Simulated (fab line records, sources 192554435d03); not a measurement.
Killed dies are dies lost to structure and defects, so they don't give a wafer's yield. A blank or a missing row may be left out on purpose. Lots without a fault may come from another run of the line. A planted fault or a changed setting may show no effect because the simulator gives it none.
Split-lot experiment | flow n5_finfet | 7 lots, 21 wafers read, on a route of 1938 steps

THE SPLIT
At N5_BEOL_M11_PECVD_70 (deposits SiO2 from TEOS/O2, target thk 20 nm, time 22.7 s), the setting temp_c was moved away from the recipe's 400 C on 6 of the 21 wafers read, by -4.4% to +4.1%. The other wafers ran this setting at the recipe's value.

The reading is taken at the split's own step.

THE READING
SiO2_of_BEOL_M11_PECVD_70.thk_nm (the simulator's own value, which no gauge read), in nm, at N5_BEOL_M11_PECVD_70 (deposits SiO2 from TEOS/O2, target thk 20 nm, time 22.7 s). The file gives no usual value for it. The 15 wafers here that ran the recipe average 20.1 nm, standard deviation 0.22 nm.

wafer  | tool, chamber at the split | temp_c as run, C | against the recipe | SiO2_of_BEOL_M11_PECVD_70.thk_nm, nm | against lot-mates on the recipe
L074.2 | pecvd-04, 2                | 400              | recipe             | 19.8                                 | -
L074.3 | pecvd-04, 0                | 400              | recipe             | 20.2                                 | -
L074.6 | pecvd-04, 0                | 400              | recipe             | 20                                   | -
L076.1 | pecvd-04, 2                | 416.4            | +4.1%              | 17.2                                 | -2.4
L076.3 | pecvd-04, 2                | 400              | recipe             | 19.6                                 | -
L076.5 | pecvd-04, 2                | 416.4            | +4.1%              | 17.4                                 | -2.2
L077.1 | pecvd-02, 2                | 400              | recipe             | 20                                   | -
L077.3 | pecvd-02, 2,1              | 400              | recipe             | 20.2                                 | -
L077.5 | pecvd-02, 2,1              | 400              | recipe             | 20.2                                 | -
L087.3 | pecvd-04, 0                | 400              | recipe             | 19.8                                 | -
L087.4 | pecvd-04, 1                | 400              | recipe             | 20.2                                 | -
L087.6 | pecvd-04, 0                | 400              | recipe             | 20.4                                 | -
L090.2 | pecvd-04, 0                | 406.7            | +1.7%              | 19.2                                 | -0.8
L090.5 | pecvd-04, 0                | 406.7            | +1.7%              | 19.2                                 | -0.8
L090.4 | pecvd-04, 2                | 400              | recipe             | 20                                   | -
L089.2 | pecvd-02, 0                | 400              | recipe             | 19.8                                 | -
L089.4 | pecvd-02, 2                | 400              | recipe             | 20.2                                 | -
L089.6 | pecvd-02, 1                | 400              | recipe             | 20.4                                 | -
L091.1 | pecvd-02, 2                | 382.2            | -4.4%              | 22.6                                 | +2.6
L091.2 | pecvd-02, 0                | 382.2            | -4.4%              | 22.4                                 | +2.4
L091.3 | pecvd-02, 1                | 400              | recipe             | 20                                   | -
Where a row lists several chambers, the file gives one row for several wafers and doesn't say which wafer went through which chamber.

THE FIT
A straight line over all 21 wafers: SiO2_of_BEOL_M11_PECVD_70.thk_nm changes by -0.598 nm for each +1% of temp_c; r = -0.98; the points scatter about the line by 0.24 nm.
The same after taking each lot's own level away (the mean of its wafers on the recipe; 21 wafers): -0.556 nm for each +1%; r = -0.99; scatter 0.17 nm.
On that fit, the largest move of temp_c shifts the reading by 2.5 nm.
The lots' own levels span 19.60 to 20.13 nm, that is 2.4 times the standard deviation above.
So the lot-to-lot level changes the slope little: the two slopes agree.
Check: with one of the wafers moved furthest among these (-4.4%) left out of the fit, the line predicts +2.43 nm for it against its lot-mates. It came out at +2.6 nm against them.

OTHER SPLITS ON THESE WAFERS
These wafers also went through other splits before the reading. Each is held against what the fit with the lots' levels taken away leaves over:
other split on the same wafers     | wafers away from the commonest value | r with SiO2_of_BEOL_M11_PECVD_70.thk_nm (lot level and that fit taken away)
N5_BEOL_M6_EXPOSE_08 dose_mj       | 7                                    | -0.10
N5_BEOL_M7_ETCH_61 source_w        | 3                                    | +0.12
N5_BEOL_M7_ETCH_62 source_w        | 7                                    | +0.19
N5_BEOL_M8_COAT_22 spin_rpm        | 5                                    | +0.12
N5_BEOL_M10_HM_DEP_02 target_thk_a | 8                                    | -0.12

THE FILE'S OWN FIT
SiO2_of_BEOL_M11_PECVD_70.thk_nm changes by -0.555 nm for each +1% of temp_c, r = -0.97.
